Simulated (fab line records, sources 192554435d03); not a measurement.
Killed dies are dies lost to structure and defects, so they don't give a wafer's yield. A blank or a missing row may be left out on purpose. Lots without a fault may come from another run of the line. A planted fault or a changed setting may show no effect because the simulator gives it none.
Split-lot experiment | flow n5_finfet | 7 lots, 21 wafers read, on a route of 1938 steps

THE SPLIT
At N5_BEOL_M5_EXPOSE_08 (exposes mask M5, target cd 28 nm), the setting dose_mj was moved away from the recipe's 35.75 on 4 of the 21 wafers read, by -6.2% to +5.3%. The other wafers ran this setting at the recipe's value.

FROM THE SPLIT TO THE READING: what the file shows between them, 12 steps
- N5_BEOL_M5_PEB_09: peb time 60 s
- N5_BEOL_M5_DEVELOP_10: develop time 30 s
- N5_BEOL_M5_CD_MEAS_11: target cd 27.74 nm
- N5_BEOL_M5_DESCUM_16: chemistry O2, time 7 s
- N5_BEOL_M5_ETCH_72: etches underlayer in N2/H2, target depth 6.5 nm, time 5.2 s
- N5_BEOL_M5_ETCH_61: etches SiARC in CF4, target depth 15.6 nm, time 26 s
- N5_BEOL_M5_ETCH_62: etches SOC in N2/H2, target depth 75 nm, overetch 15 nm, time 112.5 s
- N5_BEOL_M5_STRIP_63: strips in N2/H2
- N5_BEOL_M5_STRIP_73: strips in N2/H2
- N5_BEOL_M5_STRIP_64: strips in CF4
- N5_BEOL_M5_HM_OPEN_17: chemistry Cl2/BCl3, target TiN, target depth 20 nm, overetch 6 nm
- N5_BEOL_M5_STRIP_19: strips in O2

THE READING
cd_nm, in nm, at N5_BEOL_M5_CD_MEAS_18 (pitch 56 nm, target cd 28 nm). Fault-free wafers of this fab line usually give 28.09 nm, standard deviation 0.3 nm.

wafer  | tool, chamber at the split | dose_mj as run | against the recipe | cd_nm, nm | against lot-mates on the recipe
L076.1 | euv_scanner-02, 0          | 35.75          | recipe             | 27.96     | -
L076.3 | euv_scanner-02, 0          | 35.75          | recipe             | 27.79     | -
L076.4 | euv_scanner-02, 0          | 35.75          | recipe             | 27.69     | -
L083.1 | euv_scanner-02, 0          | 34.77          | -2.7%              | 27.80     | -0.66
L083.3 | euv_scanner-02, 0          | 35.75          | recipe             | 28.20     | -
L083.4 | euv_scanner-02, 0          | 35.75          | recipe             | 28.73     | -
L084.1 | euv_scanner-02, 0          | 35.75          | recipe             | 28.00     | -
L084.3 | euv_scanner-02, 0          | 35.75          | recipe             | 27.99     | -
L084.5 | euv_scanner-02, 0          | 35.75          | recipe             | 27.90     | -
L086.1 | euv_scanner-02, 0          | 33.53          | -6.2%              | 26.29     | -1.86
L086.2 | euv_scanner-02, 0          | 35.75          | recipe             | 28.15     | -
L086.6 | euv_scanner-02, 0          | 33.53          | -6.2%              | 26.35     | -1.80
L090.1 | euv_scanner-01, 0          | 35.75          | recipe             | 28.09     | -
L090.4 | euv_scanner-01, 0          | 35.75          | recipe             | 28.36     | -
L090.6 | euv_scanner-01, 0          | 35.75          | recipe             | 28.27     | -
L096.1 | euv_scanner-02, 0          | 35.75          | recipe             | 28.26     | -
L096.3 | euv_scanner-02, 0          | 35.75          | recipe             | 28.47     | -
L096.4 | euv_scanner-02, 0          | 35.75          | recipe             | 28.80     | -
L097.2 | euv_scanner-01, 0          | 35.75          | recipe             | 28.03     | -
L097.4 | euv_scanner-01, 0          | 35.75          | recipe             | 28.13     | -
L097.5 | euv_scanner-01, 0          | 37.64          | +5.3%              | 29.70     | +1.62

THE FIT
A straight line over all 21 wafers: cd_nm changes by +0.286 nm for each +1% of dose_mj; r = +0.92; the points scatter about the line by 0.29 nm.
The same after taking each lot's own level away (the mean of its wafers on the recipe; 21 wafers): +0.295 nm for each +1%; r = +0.98; scatter 0.14 nm.
On that fit, the largest move of dose_mj shifts the reading by 1.8 nm.
The lots' own levels span 27.813 to 28.510 nm, that is 2.3 times the standard deviation above.
So the lot-to-lot level changes the slope little: the two slopes agree.
Check: with one of the wafers moved furthest among these (-6.2%) left out of the fit, the line predicts -1.8 nm for it against its lot-mates. It came out at -1.86 nm against them.

OTHER SPLITS ON THESE WAFERS
These wafers also went through other splits before the reading. Each is held against what the fit with the lots' levels taken away leaves over:
other split on the same wafers | wafers away from the commonest value | r with cd_nm (lot level and that fit taken away)
N5_BEOL_M3_EXPOSE_25 dose_mj   | 4                                    | +0.04

THE WHOLE CHAIN: every reading that the file lists as answering this split, in the file's order
step                  | what it does                                                          | reading                                                        | change (the file's fit)               | r (the file's)
N5_BEOL_M5_CD_MEAS_11 | target cd 27.74 nm                                                    | cd_nm                                                          | +0.222 nm for each +1% of the setting | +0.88
N5_BEOL_M5_DESCUM_16  | chemistry O2, time 7 s                                                | BEOL_M5.cd_nm (the simulator's own value, which no gauge read) | +0.272 nm for each +1% of the setting | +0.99
N5_BEOL_M5_ETCH_72    | etches underlayer in N2/H2, target depth 6.5 nm, time 5.2 s           | BEOL_M5.cd_nm (the simulator's own value, which no gauge read) | +0.248 nm for each +1% of the setting | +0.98
N5_BEOL_M5_ETCH_61    | etches SiARC in CF4, target depth 15.6 nm, time 26 s                  | BEOL_M5.cd_nm (the simulator's own value, which no gauge read) | +0.276 nm for each +1% of the setting | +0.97
N5_BEOL_M5_ETCH_62    | etches SOC in N2/H2, target depth 75 nm, overetch 15 nm, time 112.5 s | BEOL_M5.cd_nm (the simulator's own value, which no gauge read) | +0.305 nm for each +1% of the setting | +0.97
N5_BEOL_M5_HM_OPEN_17 | chemistry Cl2/BCl3, target TiN, target depth 20 nm, overetch 6 nm     | BEOL_M5.cd_nm (the simulator's own value, which no gauge read) | +0.317 nm for each +1% of the setting | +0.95
N5_BEOL_M5_CD_MEAS_18 | pitch 56 nm, target cd 28 nm                                          | cd_nm                                                          | +0.294 nm for each +1% of the setting | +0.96
N5_BEOL_M5_ETCH_75    | etches underlayer in N2/H2, target depth 6.5 nm, time 5.2 s           | BEOL_M5.cd_nm (the simulator's own value, which no gauge read) | +0.329 nm for each +1% of the setting | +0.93

THE FILE'S OWN FIT
cd_nm changes by +0.294 nm for each +1% of dose_mj, r = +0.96.
